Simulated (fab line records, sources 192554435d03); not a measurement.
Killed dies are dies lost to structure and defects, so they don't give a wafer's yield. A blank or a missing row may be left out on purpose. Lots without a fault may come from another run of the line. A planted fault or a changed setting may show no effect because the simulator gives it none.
Chamber matching | flow n5_finfet | N5_BEOL_M8_ETCH_72 on rie_diel-05: 4 sister chambers
The step etches underlayer in N2/H2, target depth 6.5 nm, time 5.2 s. 20 wafers are shown with their chamber, then 10 later ones without.

WAFERS WITH THEIR CHAMBER
wafer  | chamber | showerhead_plenum_p_Torr (Torr) | throttle_valve_pct (%) | drypump_motor_current_A (A)
L076.1 | 2       | 2.57                            | 17.73                  | 5.5
L076.3 | 1       | 2.64                            | 18.04                  | 5.5
L076.5 | 3       | 2.46                            | 17.66                  | 5.9
L079.2 | 3       | 2.46                            | 17.71                  | 5.8
L079.4 | 2       | 2.57                            | 17.76                  | 5.5
L079.5 | 0       | 2.69                            | 17.46                  | 5.7
L085.2 | 2       | 2.56                            | 17.75                  | 5.5
L085.4 | 2       | 2.56                            | 17.75                  | 5.5
L085.5 | 3       | 2.45                            | 17.70                  | 5.8
L088.1 | 0       | 2.68                            | 17.50                  | 5.6
L088.4 | 2       | 2.56                            | 17.80                  | 5.5
L088.5 | 2       | 2.56                            | 17.77                  | 5.5
L089.1 | 0       | 2.68                            | 17.48                  | 5.6
L089.3 | 1       | 2.63                            | 18.07                  | 5.5
L089.6 | 2       | 2.56                            | 17.79                  | 5.5
L091.1 | 2       | 2.56                            | 17.80                  | 5.5
L091.2 | 0       | 2.67                            | 17.52                  | 5.6
L091.6 | 2       | 2.55                            | 17.81                  | 5.5
L095.1 | 0       | 2.67                            | 17.51                  | 5.6
L095.4 | 2       | 2.55                            | 17.80                  | 5.5

SIGNATURES (means of the wafers above)
reading                  | chamber 0 | chamber 1 | chamber 2 | chamber 3 | scatter within a chamber
showerhead_plenum_p_Torr | 2.6780    | 2.6350    | 2.5600    | 2.4567    | 0.00706
throttle_valve_pct       | 17.4940   | 18.0550   | 17.7760   | 17.6900   | 0.0262
drypump_motor_current_A  | 5.620     | 5.500     | 5.500     | 5.833     | 0.0303
Rule: a wafer's distance from a chamber is the root of the sum, over the readings, of the square of ((its reading less the chamber's mean) divided by the reading's scatter). The wafer belongs to the nearest chamber; if the next one is less than 2 further off, it can't be placed. The scatter: the root of (the sum of the squares of (reading less its chamber's mean) over the shown wafers, divided by (wafers less chambers)).

WAFERS WITHOUT THEIR CHAMBER
wafer  | showerhead_plenum_p_Torr (Torr) | throttle_valve_pct (%) | drypump_motor_current_A (A)
L095.5 | 2.62                            | 18.09                  | 5.5
L093.3 | 2.55                            | 17.79                  | 5.5
L093.4 | 2.67                            | 17.52                  | 5.7
L093.6 | 2.62                            | 18.11                  | 5.5
L094.1 | 2.62                            | 18.11                  | 5.5
L094.4 | 2.44                            | 17.74                  | 5.9
L094.6 | 2.44                            | 17.75                  | 5.8
L096.3 | 2.67                            | 17.53                  | 5.7
L096.4 | 2.55                            | 17.82                  | 5.5
L096.6 | 2.55                            | 17.78                  | 5.5

WHICH CHAMBER EACH WENT THROUGH
wafer  | from the rows above | in truth
L095.5 | 1                   | 1
L093.3 | 2                   | 2
L093.4 | 0                   | 0
L093.6 | 1                   | 1
L094.1 | 1                   | 1
L094.4 | 3                   | 3
L094.6 | 3                   | 3
L096.3 | 0                   | 0
L096.4 | 2                   | 2
L096.6 | 2                   | 2
Placed correctly: 10 of 10. Can't be placed from these rows: 0. Placed wrongly: 0.
